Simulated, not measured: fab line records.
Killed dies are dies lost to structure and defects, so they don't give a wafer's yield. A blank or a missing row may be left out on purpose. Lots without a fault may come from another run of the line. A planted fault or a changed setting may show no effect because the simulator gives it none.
Split-lot trial / flow n5_finfet / 21 wafers read from 7 lots, route of 1938 steps

THE SPLIT
At N5_BEOL_M4_TRENCH_ETCH_37 (etches SiOC in C4F6/O2, target depth 55.555 nm, time 29.2 s), the setting time_s was moved away from the recipe's 29.2 s on 8 of the 21 wafers read, by -20.5% to +16.8%. For the rest of the wafers, this setting stayed at what the recipe calls for.

FROM THE SPLIT TO THE READING: what the file shows between them, 13 steps
- N5_BEOL_M4_ETCH_41: etches SiCN in CH3F/O2, target depth 29.9 nm, time 52.5 s
- N5_BEOL_M4_STRIP_97: strips in N2/H2, time 10 s
- N5_BEOL_M4_OCD_MEAS_38
- N5_BEOL_M4_HM_STRIP_39: strips TiN in peroxide tin strip, target depth 25 nm, time 158 s
- N5_BEOL_M4_SRD_40: time 30 s
- N5_BEOL_M4_ECD_50: material Cu, target thk 300 nm
- N5_BEOL_M4_ANNEAL_51: time 90 s
- N5_BEOL_M4_CMP_52: polishes, stops on SiOC, t overpolish 6.8 s, target thk 40 nm
- N5_BEOL_M4_THK_MEAS_53: measures by xrf
- N5_BEOL_M4_PRE_CLEAN_60: time 15 s
- N5_BEOL_M4_CO_CAP_55: material Co, precursor CCTBA/H2, target thk 2 nm, time 102.1 s
- N5_BEOL_M4_PRE_CLEAN_56: time 15 s
- N5_BEOL_M4_DEP_57: deposits SiCN from 3MS/NH3, target thk 8 nm, time 14 s

THE READING
M4_RS in ohm/sq, measured at N5_BEOL_M4_RS_MEAS_58 by four-point-probe. A value of 0.65 ohm/sq with a standard deviation of 0.036 ohm/sq is what fault-free wafers of this fab line usually give.

wafer=L079.2; tool, chamber at the split=rie_diel-03, 0; time_s as run, s=24.99; against the recipe=-14.4%; M4_RS, ohm/sq=0.89; against lot-mates on the recipe=+0.25
wafer=L079.5; tool, chamber at the split=rie_diel-03, 0; time_s as run, s=24.99; against the recipe=-14.4%; M4_RS, ohm/sq=0.89; against lot-mates on the recipe=+0.25
wafer=L079.6; tool, chamber at the split=rie_diel-03, 3; time_s as run, s=29.2; against the recipe=recipe; M4_RS, ohm/sq=0.64; against lot-mates on the recipe=-
wafer=L081.1; tool, chamber at the split=rie_diel-01, 2; time_s as run, s=23.22; against the recipe=-20.5%; M4_RS, ohm/sq=0.98; against lot-mates on the recipe=+0.32
wafer=L081.3; tool, chamber at the split=rie_diel-01, 3; time_s as run, s=29.2; against the recipe=recipe; M4_RS, ohm/sq=0.65; against lot-mates on the recipe=-
wafer=L081.5; tool, chamber at the split=rie_diel-01, 3; time_s as run, s=29.2; against the recipe=recipe; M4_RS, ohm/sq=0.67; against lot-mates on the recipe=-
wafer=L083.1; tool, chamber at the split=rie_diel-01, 1; time_s as run, s=29.2; against the recipe=recipe; M4_RS, ohm/sq=0.74; against lot-mates on the recipe=-
wafer=L083.3; tool, chamber at the split=rie_diel-01, 0; time_s as run, s=29.2; against the recipe=recipe; M4_RS, ohm/sq=0.71; against lot-mates on the recipe=-
wafer=L083.4; tool, chamber at the split=rie_diel-01, 2; time_s as run, s=29.2; against the recipe=recipe; M4_RS, ohm/sq=0.66; against lot-mates on the recipe=-
wafer=L084.2; tool, chamber at the split=rie_diel-03, 3; time_s as run, s=29.2; against the recipe=recipe; M4_RS, ohm/sq=0.63; against lot-mates on the recipe=-
wafer=L084.5; tool, chamber at the split=rie_diel-03, 2; time_s as run, s=29.2; against the recipe=recipe; M4_RS, ohm/sq=0.66; against lot-mates on the recipe=-
wafer=L084.6; tool, chamber at the split=rie_diel-03, 3; time_s as run, s=29.2; against the recipe=recipe; M4_RS, ohm/sq=0.63; against lot-mates on the recipe=-
wafer=L091.2; tool, chamber at the split=rie_diel-01, 0; time_s as run, s=31.44; against the recipe=+7.7%; M4_RS, ohm/sq=0.58; against lot-mates on the recipe=-0.04
wafer=L091.4; tool, chamber at the split=rie_diel-01, 2; time_s as run, s=29.2; against the recipe=recipe; M4_RS, ohm/sq=0.61; against lot-mates on the recipe=-
wafer=L091.6; tool, chamber at the split=rie_diel-01, 2; time_s as run, s=29.2; against the recipe=recipe; M4_RS, ohm/sq=0.62; against lot-mates on the recipe=-
wafer=L094.1; tool, chamber at the split=rie_diel-03, 2; time_s as run, s=26.47; against the recipe=-9.3%; M4_RS, ohm/sq=0.75; against lot-mates on the recipe=no lot-mate on the recipe
wafer=L094.2; tool, chamber at the split=rie_diel-03, 3; time_s as run, s=26.47; against the recipe=-9.3%; M4_RS, ohm/sq=0.74; against lot-mates on the recipe=no lot-mate on the recipe
wafer=L094.3; tool, chamber at the split=rie_diel-03, 1; time_s as run, s=26.47; against the recipe=-9.3%; M4_RS, ohm/sq=0.74; against lot-mates on the recipe=no lot-mate on the recipe
wafer=L095.1; tool, chamber at the split=rie_diel-05, 1; time_s as run, s=29.2; against the recipe=recipe; M4_RS, ohm/sq=0.64; against lot-mates on the recipe=-
wafer=L095.2; tool, chamber at the split=rie_diel-05, 0; time_s as run, s=29.2; against the recipe=recipe; M4_RS, ohm/sq=0.66; against lot-mates on the recipe=-
wafer=L095.3; tool, chamber at the split=rie_diel-05, 3; time_s as run, s=34.11; against the recipe=+16.8%; M4_RS, ohm/sq=0.48; against lot-mates on the recipe=-0.17

FIT RESULTS
A straight line over all 21 wafers: M4_RS changes by -0.0133 ohm/sq for each +1% of time_s; r = -0.94; the points scatter about the line by 0.039 ohm/sq.
The same after taking each lot's own level away (the mean of its wafers on the recipe; 18 wafers): -0.014 ohm/sq for each +1%; r = -0.97; scatter 0.031 ohm/sq.
According to that fit, moving time_s by its largest amount changes the reading by 0.29 ohm/sq.
The span of the lots' own levels, 0.615 to 0.703 ohm/sq, comes to 2.5 times the standard deviation stated above.
Consequently the slope shifts little with the lot-to-lot level, the two slopes agreeing.
Check: +0.292 ohm/sq against its lot-mates is what the line predicts for one of the wafers moved furthest among these (-20.5%) when that wafer is left out of the fit. Against them it came out at +0.32 ohm/sq.

THE WHOLE CHAIN: every reading that the file lists as answering this split, in the file's order
step=N5_BEOL_M4_TRENCH_ETCH_37; what it does=etches SiOC in C4F6/O2, target depth 55.555 nm, time 29.2 s; reading=BEOL_M4.feature_depth_nm (the simulator's own value, which no gauge read); change (the file's fit)=+0.586 nm for each +1% of the setting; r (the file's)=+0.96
step=N5_BEOL_M4_TRENCH_ETCH_37; what it does=etches SiOC in C4F6/O2, target depth 55.555 nm, time 29.2 s; reading=etch.depth_nm (the simulator's own value, which no gauge read); change (the file's fit)=+0.583 nm for each +1% of the setting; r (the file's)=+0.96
step=N5_BEOL_M4_OCD_MEAS_38; what it does=; reading=trench_depth_nm; change (the file's fit)=+0.587 nm for each +1% of the setting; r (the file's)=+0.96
step=N5_BEOL_M4_CMP_52; what it does=polishes, stops on SiOC, t overpolish 6.8 s, target thk 40 nm; reading=Cu_of_BEOL_M4_ECD_50.thk_nm (the simulator's own value, which no gauge read); change (the file's fit)=+0.572 nm for each +1% of the setting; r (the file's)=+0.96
step=N5_BEOL_M4_THK_MEAS_53; what it does=measures by xrf; reading=M4_THK; change (the file's fit)=+0.573 for each +1% of the setting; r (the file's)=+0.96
step=N5_BEOL_M4_RS_MEAS_58; what it does=measures by four-point-probe; reading=M4_RS; change (the file's fit)=-0.0138 for each +1% of the setting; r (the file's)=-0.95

THE FILE'S OWN FIT
M4_RS changes by -0.0138 ohm/sq for each +1% of time_s, r = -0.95.
